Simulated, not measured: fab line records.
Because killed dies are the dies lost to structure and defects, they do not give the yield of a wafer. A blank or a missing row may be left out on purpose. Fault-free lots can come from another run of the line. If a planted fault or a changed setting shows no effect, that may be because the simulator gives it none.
Chamber matching :: flow n5_finfet :: N5_BEOL_M7_ALD_77 on ald_metal-01: 4 sister chambers
The step deposits TaN, target thk 2 nm, pulse time 2 s, purge time 3 s. 14 wafers are shown with their chamber, then 7 later ones without.

== EACH WAFER AND ITS CHAMBER ==
wafer: L080.1
chamber: 3
heater_power_w (W): 344

wafer: L080.3
chamber: 0
heater_power_w (W): 444

wafer: L080.5
chamber: 1
heater_power_w (W): 539

wafer: L079.2
chamber: 0
heater_power_w (W): 434

wafer: L079.4
chamber: 1
heater_power_w (W): 513

wafer: L079.5
chamber: 0
heater_power_w (W): 450

wafer: L086.1
chamber: 0
heater_power_w (W): 454

wafer: L086.3
chamber: 1
heater_power_w (W): 537

wafer: L086.5
chamber: 0
heater_power_w (W): 448

wafer: L088.1
chamber: 2
heater_power_w (W): 417

wafer: L088.2
chamber: 0
heater_power_w (W): 438

wafer: L088.4
chamber: 3
heater_power_w (W): 355

wafer: L091.1
chamber: 3
heater_power_w (W): 350

wafer: L091.4
chamber: 0
heater_power_w (W): 451

SIGNATURES (means of the wafers above)
reading: heater_power_w
chamber 0: 445.57
chamber 1: 529.67
chamber 2: 417.00
chamber 3: 349.67
scatter within a chamber: 8.94
Rule: distance of a wafer from a chamber = root of the sum over the readings of ((wafer's reading minus chamber's mean) / reading's scatter) squared. If the next closest chamber is less than 2 further off than the closest, the wafer can't be placed; otherwise it belongs to the closest. How the scatter is found: for the shown wafers, subtract from each reading the mean of its chamber, square and add these, divide the total by (wafers less chambers), then take the root.

== WAFERS WITHOUT THEIR CHAMBER ==
wafer: L091.5
heater_power_w (W): 429

wafer: L095.2
heater_power_w (W): 519

wafer: L095.4
heater_power_w (W): 428

wafer: L095.6
heater_power_w (W): 529

wafer: L096.1
heater_power_w (W): 356

wafer: L096.5
heater_power_w (W): 447

wafer: L096.6
heater_power_w (W): 528

== EACH ONE'S CHAMBER ==
wafer: L091.5
from the rows above: can't be placed: 2 or 0
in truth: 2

wafer: L095.2
from the rows above: 1
in truth: 1

wafer: L095.4
from the rows above: can't be placed: 2 or 0
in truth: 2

wafer: L095.6
from the rows above: 1
in truth: 1

wafer: L096.1
from the rows above: 3
in truth: 3

wafer: L096.5
from the rows above: 0
in truth: 0

wafer: L096.6
from the rows above: 1
in truth: 1
Placed correctly: 5 of 7. From these rows, 2 cannot be placed; in 2 the true chamber is one of the candidates. Number placed wrongly: 0.
